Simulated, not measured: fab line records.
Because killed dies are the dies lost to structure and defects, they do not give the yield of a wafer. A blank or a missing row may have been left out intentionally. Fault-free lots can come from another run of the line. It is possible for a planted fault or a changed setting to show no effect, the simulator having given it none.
Lot-split experiment | flow n5-finfet | on a route of 1938 steps: 7 lots, 21 wafers read

ABOUT THE SPLIT
At N5_ZERO_LAYER_PECVD_02 (deposits SiO2 from SiH4/N2O, target thk 10 nm, time 6 s), the setting time-s was moved away from the recipe's 6 s on 10 of the 21 wafers read, by -10.7% to +11.1%. All remaining wafers had this setting at the recipe value.

The reading comes from the split's own step.

THE READING
SiO2_of_ZERO_LAYER_PECVD_02.thk-nm (the simulator's own value, which no gauge read), in nm, at N5_ZERO_LAYER_PECVD_02 (deposits SiO2 from SiH4/N2O, target thk 10 nm, time 6 s). The file does not state a usual value for it. Across the 11 wafers here that went through the recipe, the average is 10.059 nm and the standard deviation 0.15 nm.

wafer  | tool, chamber at the split | time-s as run, s | against the recipe | SiO2_of_ZERO_LAYER_PECVD_02.thk-nm, nm | against lot-mates on the recipe
L074.3 | pecvd-01, 1                | 6                | recipe             | 9.858                                  | -
L074.4 | pecvd-01, 1                | 5.36             | -10.7%             | 8.941                                  | -0.917
L074.6 | pecvd-01, 2                | 5.36             | -10.7%             | 8.783                                  | -1.075
L075.3 | pecvd-03, 0                | 6                | recipe             | 10.23                                  | -
L075.4 | pecvd-03, 0                | 6.368            | +6.1%              | 11.05                                  | +0.820
L075.6 | pecvd-03, 1                | 6.368            | +6.1%              | 10.89                                  | +0.660
L082.2 | pecvd-04, 2                | 6.663            | +11.1%             | 10.77                                  | +0.720
L082.3 | pecvd-04, 1                | 6.663            | +11.1%             | 11.06                                  | +1.010
L082.5 | pecvd-04, 0                | 6                | recipe             | 10.05                                  | -
L083.1 | pecvd-01, 0                | 6                | recipe             | 10.1                                   | -
L083.5 | pecvd-01, 2                | 6                | recipe             | 10.05                                  | -
L083.6 | pecvd-01, 1                | 6                | recipe             | 10.2                                   | -
L087.3 | pecvd-04, 0                | 6                | recipe             | 9.714                                  | -
L087.4 | pecvd-04, 0                | 6                | recipe             | 10.01                                  | -
L087.6 | pecvd-04, 1                | 6                | recipe             | 10.15                                  | -
L091.2 | pecvd-01, 2                | 6.585            | +9.7%              | 10.81                                  | +0.660
L091.4 | pecvd-01, 1                | 6                | recipe             | 10.15                                  | -
L091.6 | pecvd-01, 2                | 6.585            | +9.7%              | 10.97                                  | +0.820
L092.4 | pecvd-01, 1                | 6                | recipe             | 10.14                                  | -
L092.5 | pecvd-01, 2                | 6.51             | +8.5%              | 10.89                                  | +0.750
L092.6 | pecvd-01, 0                | 6.51             | +8.5%              | 11.01                                  | +0.870

FIT RESULTS
A straight line over all 21 wafers: SiO2_of_ZERO_LAYER_PECVD_02.thk-nm changes by +0.0996 nm for each +1% of time-s; r = +0.96; the points scatter about the line by 0.19 nm.
The same after taking each lot's own level away (the mean of its wafers on the recipe; 21 wafers): +0.0882 nm for each +1%; r = +0.97; scatter 0.13 nm.
On that fit, the largest move of time-s shifts the reading by 0.97 nm.
The span of the lots' own levels, 9.8580 to 10.2300 nm, comes to 2.5 times the standard deviation stated above.
Thus the slope moves with the lot-to-lot level: the two fits are different.
Check: for one of the wafers moved furthest among these (+11.1%), held out of the fit, the line's prediction against its lot-mates is +1.02 nm. It came out at +0.72 nm against them.

THE FILE'S OWN FIT
SiO2_of_ZERO_LAYER_PECVD_02.thk-nm changes by +0.0884 nm for each +1% of time-s, r = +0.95.
